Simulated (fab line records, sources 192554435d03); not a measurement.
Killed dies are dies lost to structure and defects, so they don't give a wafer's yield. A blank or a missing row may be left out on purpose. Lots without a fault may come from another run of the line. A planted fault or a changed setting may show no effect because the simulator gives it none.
Split-lot experiment | flow n5_finfet | 7 lots, 39 wafers read, on a route of 1938 steps

THE SPLIT
At N5_DUMMY_GATE_ETCH_32 (etches SiO2 in CF4, target depth 3.5 nm, time 3.9 s), the setting time_s was moved away from the recipe's 3.9 s on 15 of the 39 wafers read, by -17.7% to +21.4%. The other wafers ran this setting at the recipe's value.

The reading is taken at the split's own step.

THE READING
etch.depth_nm (the simulator's own value, which no gauge read), in nm, at N5_DUMMY_GATE_ETCH_32 (etches SiO2 in CF4, target depth 3.5 nm, time 3.9 s). The file gives no usual value for it. The 24 wafers here that ran the recipe average 3.515 nm, standard deviation 0.052 nm.

wafer  | tool, chamber at the split | time_s as run, s | against the recipe | etch.depth_nm, nm | against lot-mates on the recipe
L078.1 | rie_si-02, 3               | 4.735            | +21.4%             | 4.449             | +0.865
L078.2 | rie_si-02, 1               | 4.735            | +21.4%             | 4.376             | +0.792
L078.3 | rie_si-02, 0               | 3.9              | recipe             | 3.57              | -
L078.4 | rie_si-02, 2               | 4.735            | +21.4%             | 4.211             | +0.627
L078.5 | rie_si-02, 0               | 3.9              | recipe             | 3.558             | -
L078.6 | rie_si-02, 1               | 3.9              | recipe             | 3.624             | -
L083.1 | rie_si-01, 0               | 3.211            | -17.7%             | 2.879             | -0.627
L083.2 | rie_si-01, 2               | 3.211            | -17.7%             | 2.863             | -0.643
L083.3 | rie_si-01, 3               | 3.9              | recipe             | 3.52              | -
L083.4 | rie_si-01, 1               | 3.211            | -17.7%             | 2.824             | -0.682
L083.5 | rie_si-01, 2               | 3.9              | recipe             | 3.461             | -
L083.6 | rie_si-01, 3               | 3.9              | recipe             | 3.538             | -
L087.1 | rie_si-01, 2               | 3.9              | recipe             | 3.492             | -
L087.2 | rie_si-01, 0               | 4.667            | +19.7%             | 4.246             | +0.760
L087.3 | rie_si-01, 3               | 4.667            | +19.7%             | 4.256             | +0.770
L087.4 | rie_si-01, 1               | 3.9              | recipe             | 3.448             | -
L087.5 | rie_si-01, 0               | 3.9              | recipe             | 3.519             | -
L087.6 | rie_si-01, 1               | 4.667            | +19.7%             | 4.099             | +0.613
L089.1 | rie_si-01, 2               | 3.9              | recipe             | 3.517             | -
L089.2 | rie_si-01, 0               | 3.9              | recipe             | 3.542             | -
L089.3 | rie_si-01, 1               | 3.9              | recipe             | 3.437             | -
L089.4 | rie_si-01, 3               | 3.9              | recipe             | 3.529             | -
L089.5 | rie_si-01, 2               | 3.9              | recipe             | 3.518             | -
L089.6 | rie_si-01, 1               | 3.9              | recipe             | 3.476             | -
L092.1 | rie_si-06, 1               | 4.639            | +18.9%             | 4.353             | +0.833
L092.2 | rie_si-06, 0               | 4.639            | +18.9%             | 4.213             | +0.693
L092.3 | rie_si-06, 3               | 3.9              | recipe             | 3.546             | -
L092.4 | rie_si-06, 2               | 4.639            | +18.9%             | 4.116             | +0.596
L092.5 | rie_si-06, 3               | 3.9              | recipe             | 3.571             | -
L092.6 | rie_si-06, 2               | 3.9              | recipe             | 3.444             | -
L094.1 | rie_si-06, 2               | 3.9              | recipe             | 3.465             | -
L094.3 | rie_si-06, 0               | 3.9              | recipe             | 3.556             | -
L094.6 | rie_si-06, 2               | 3.9              | recipe             | 3.47              | -
L097.1 | rie_si-06, 2               | 3.9              | recipe             | 3.432             | -
L097.2 | rie_si-06, 1               | 4.362            | +11.8%             | 4.064             | +0.541
L097.3 | rie_si-06, 3               | 3.9              | recipe             | 3.535             | -
L097.4 | rie_si-06, 0               | 4.362            | +11.8%             | 3.943             | +0.420
L097.5 | rie_si-06, 1               | 3.9              | recipe             | 3.602             | -
L097.6 | rie_si-06, 2               | 4.362            | +11.8%             | 3.83              | +0.307

THE FIT
A straight line over all 39 wafers: etch.depth_nm changes by +0.0372 nm for each +1% of time_s; r = +0.99; the points scatter about the line by 0.069 nm.
The same after taking each lot's own level away (the mean of its wafers on the recipe; 39 wafers): +0.0364 nm for each +1%; r = +0.99; scatter 0.064 nm.
On that fit, the largest move of time_s shifts the reading by 0.78 nm.
The lots' own levels span 3.4863 to 3.5840 nm, that is 1.9 times the standard deviation above.
So the lot-to-lot level changes the slope little: the two slopes agree.
Check: with one of the wafers moved furthest among these (+21.4%) left out of the fit, the line predicts +0.769 nm for it against its lot-mates. It came out at +0.865 nm against them.

OTHER SPLITS ON THESE WAFERS
These wafers also went through other splits before the reading. Each is held against what the fit with the lots' levels taken away leaves over:
other split on the same wafers  | wafers away from the commonest value | r with etch.depth_nm (lot level and that fit taken away)
N5_FIN_SAQP_HM_DEP_03 time_s    | 12                                   | -0.20
N5_FIN_CUT_ETCH_21 bias_w       | 12                                   | +0.13
N5_DUMMY_GATE_EXPOSE_12 dose_mj | 12                                   | -0.06

THE FILE'S OWN FIT
etch.depth_nm changes by +0.0364 nm for each +1% of time_s, r = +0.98.
